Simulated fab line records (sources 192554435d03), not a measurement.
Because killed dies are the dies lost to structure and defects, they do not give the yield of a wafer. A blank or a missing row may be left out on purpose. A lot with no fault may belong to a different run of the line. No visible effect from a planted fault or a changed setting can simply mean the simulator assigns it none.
Which tool was responsible? | flow n5_finfet | 10 lots with 30 wafers sampled at 4 steps, on a route of 1938 steps

== WHAT THE GAUGES READ, wafer by wafer ==
N5_HKMG_FIN_CD_MEAS_12: target cd 92.8 nm. Usual: cd_nm at 92.8 nm, with a standard deviation of 0.47.
lot  | measured     | on        | cd_nm (nm)     | flag
L964 | day 4 03:02  | cd_sem-01 | 92.9 92.6 92.2 |
L965 | day 4 12:43  | cd_sem-02 | 92.7 92.0 92.5 |
L967 | day 4 21:41  | cd_sem-03 | 92.6 92.8 93.1 |
L971 | day 5 22:40  | cd_sem-01 | 92.3 92.8 92.4 |
L972 | day 6 04:50  | cd_sem-02 | 92.6 92.4 92.8 |
L975 | day 6 21:16  | cd_sem-02 | 85.4 85.0 85.2 | OFF
L977 | day 7 10:04  | cd_sem-01 | 86.2 87.3 86.8 | OFF
L978 | day 7 16:16  | cd_sem-01 | 93.1 92.5 93.2 |
L980 | day 8 01:22  | cd_sem-02 | 92.6 92.4 92.9 |
L987 | day 11 05:03 | cd_sem-03 | 92.3 91.8 92.1 |

== WHAT TOOL EACH LOT RAN ON (gives the tool, then ch and the chambers of the sampled wafers, and finally the start) ==
lot  | N5_HKMG_FIN_STRIP_93              | N5_HKMG_FIN_ALD_36                  | N5_HKMG_FIN_EXPOSE_09
L964 | rie_diel-06 ch 2,3, day 4 00:29   | ald_metal-01 ch 0,3, day 4 01:52    | arfi_scanner-01 ch 0, day 4 02:55
L965 | rie_diel-04 ch 0,1,2, day 4 10:07 | ald_metal-02 ch 1,2,3, day 4 11:34  | arfi_scanner-02 ch 0, day 4 12:36
L967 | rie_diel-06 ch 0,2,3, day 4 19:08 | ald_metal-02 ch 0,1, day 4 20:39    | arfi_scanner-02 ch 0, day 4 21:33
L971 | rie_diel-04 ch 0,3, day 5 20:07   | ald_metal-04 ch 2,3, day 5 21:31    | arfi_scanner-01 ch 0, day 5 22:33
L972 | rie_diel-06 ch 0,2,3, day 6 02:03 | ald_metal-02 ch 1,2,3, day 6 03:41  | arfi_scanner-02 ch 0, day 6 04:43
L975 | rie_diel-01 ch 2,3, day 6 18:40   | ald_metal-01 ch 1,3, day 6 20:07    | arfi_scanner-02 ch 0, day 6 21:09
L977 | rie_diel-06 ch 0,3, day 7 07:26   | ald_metal-02 ch 0,2,3, day 7 08:55  | arfi_scanner-02 ch 0, day 7 09:57
L978 | rie_diel-01 ch 0,1,3, day 7 13:43 | ald_metal-02 ch 0,1,2, day 7 15:07  | arfi_scanner-03 ch 0, day 7 16:09
L980 | rie_diel-06 ch 0,1, day 7 22:57   | ald_metal-01 ch 0,1,3, day 8 00:20  | arfi_scanner-03 ch 0, day 8 01:15
L987 | rie_diel-01 ch 0,1, day 11 02:37  | ald_metal-02 ch 0,2,3, day 11 04:01 | arfi_scanner-03 ch 0, day 11 04:56
- N5_HKMG_FIN_STRIP_93: strips SOC in N2/H2, time 20 s.
- N5_HKMG_FIN_ALD_36: deposits TiN, target thk 1 nm, pulse time 1 s, purge time 3 s.
- N5_HKMG_FIN_EXPOSE_09: exposes mask NWFM.

== WHAT THE TOOLS THEMSELVES READ (means of the sampled wafers that have a number; where no wafer has one, the mark that the record gives instead) ==
N5_HKMG_FIN_STRIP_93. Usual: drypump_motor_current_A 5.8 A, standard deviation 0.43; oes_product_au 0.79 a.u., standard deviation 0.06; rf_vpp_V 54.2 V, standard deviation 0.82; showerhead_plenum_p_Torr 3.41 Torr, standard deviation 0.093; throttle_valve_pct 19.0 %, standard deviation 0.4.
lot  | tool        | drypump_motor_current_A (A) | oes_product_au (a.u.) | rf_vpp_V (V) | showerhead_plenum_p_Torr (Torr) | throttle_valve_pct (%) | flag
L964 | rie_diel-06 | 5.6                         | 0.78                  | 53.5         | 3.41                            | 19.0                   |
L965 | rie_diel-04 | 5.7                         | 0.77                  | 54.0         | 3.36                            | 19.0                   |
L967 | rie_diel-06 | 5.6                         | 0.76                  | 54.0         | 3.41                            | 19.2                   |
L971 | rie_diel-04 | 6.4                         | 0.71                  | 53.9         | 3.28                            | 18.9                   |
L972 | rie_diel-06 | 5.7                         | 0.76                  | 54.1         | 3.40                            | 19.2                   |
L975 | rie_diel-01 | 6.1                         | 0.83                  | 53.8         | 3.31                            | 19.0                   |
L977 | rie_diel-06 | 5.9                         | 0.76                  | 54.0         | 3.34                            | 19.3                   |
L978 | rie_diel-01 | 5.7                         | 0.82                  | 53.9         | 3.43                            | 19.1                   |
L980 | rie_diel-06 | 5.8                         | 0.81                  | 53.8         | 3.38                            | 19.2                   |
L987 | rie_diel-01 | 5.8                         | 0.82                  | 54.0         | 3.48                            | 19.2                   |

N5_HKMG_FIN_ALD_36. Usual: heater_power_w 908 W, standard deviation 100; precursor_pulse_height_rel 1.004, standard deviation 0.018; susceptor_temp_C 399.97 C, standard deviation 0.21.
lot  | tool         | heater_power_w (W) | precursor_pulse_height_rel | susceptor_temp_C (C) | flag
L964 | ald_metal-01 | 761                | 0.993                      | 399.82               |
L965 | ald_metal-02 | 997                | 1.002                      | 400.00               |
L967 | ald_metal-02 | 940                | 0.995                      | 399.98               |
L971 | ald_metal-04 | 832                | 1.000                      | 400.27               |
L972 | ald_metal-02 | 1006               | 1.010                      | 399.93               |
L975 | ald_metal-01 | 804                | 1.010                      | 399.79               |
L977 | ald_metal-02 | 959                | 1.015                      | 399.85               |
L978 | ald_metal-02 | 1017               | 1.002                      | 400.03               |
L980 | ald_metal-01 | 814                | 0.985                      | 400.13               |
L987 | ald_metal-02 | 966                | 1.001                      | 400.10               |

N5_HKMG_FIN_EXPOSE_09. Usual: exposure_dose_mJ_cm2 at 39.23, with a standard deviation of 0.038.
lot  | tool            | exposure_dose_mJ_cm2 | flag
L964 | arfi_scanner-01 | 39.21                |
L965 | arfi_scanner-02 | 39.23                |
L967 | arfi_scanner-02 | 39.22                |
L971 | arfi_scanner-01 | 39.24                |
L972 | arfi_scanner-02 | 39.18                |
L975 | arfi_scanner-02 | 34.48                | OFF
L977 | arfi_scanner-02 | 35.41                | OFF
L978 | arfi_scanner-03 | 39.26                |
L980 | arfi_scanner-03 | 39.20                |
L987 | arfi_scanner-03 | 39.27                |

== THE ANSWER, worked out from the rows above alone ==
Rule: a lot is off if the mean of its wafers that have a number lies more than 3 standard deviations from the usual mean. Also off: a lot with no number at a reading for which 4 or more lots have one. Where the step has rows for the other lots, those lots are counted as sound. The gauges are gone through in route order, then the tools' own readings, and for those a lot's mean is taken as printed above. The first step at which some lot is off is used, and at that step the reading that is off furthest; a lot without a number counts as furthest.
Off: L975, L977 (N5_HKMG_FIN_CD_MEAS_12, cd_nm).
A tool fits if, at a process step before that reading, it ran every lot that is off, and no sound lot after the first of them. Not tried: the gauges at N5_HKMG_FIN_CD_MEAS_12; whatever is off there is also off at N5_HKMG_FIN_EXPOSE_09, on other tools, and gauge error can't account for it. One fits: N5_HKMG_FIN_EXPOSE_09 on arfi_scanner-02. A fault onset in the window from L972 (day 6 04:43, its last sound lot) to L975 (day 6 21:09, its first lot off) fits.
On the lots that are off, the tool's own readings at N5_HKMG_FIN_EXPOSE_09 differ by more than 5 times the standard deviation of the sound lots' means, which bears it out; exposure_dose_mJ_cm2 reads 34.94 there versus 39.23 on the sound lots.

== WHAT WAS PUT IN BY THE SIMULATOR ==
Process parameter drift: arfi_scanner-02, from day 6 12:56 on, at N5_HKMG_FIN_EXPOSE_09. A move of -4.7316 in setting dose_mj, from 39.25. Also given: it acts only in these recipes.
Lots struck among those shown: L975, L977. This agrees with what the rule above found.
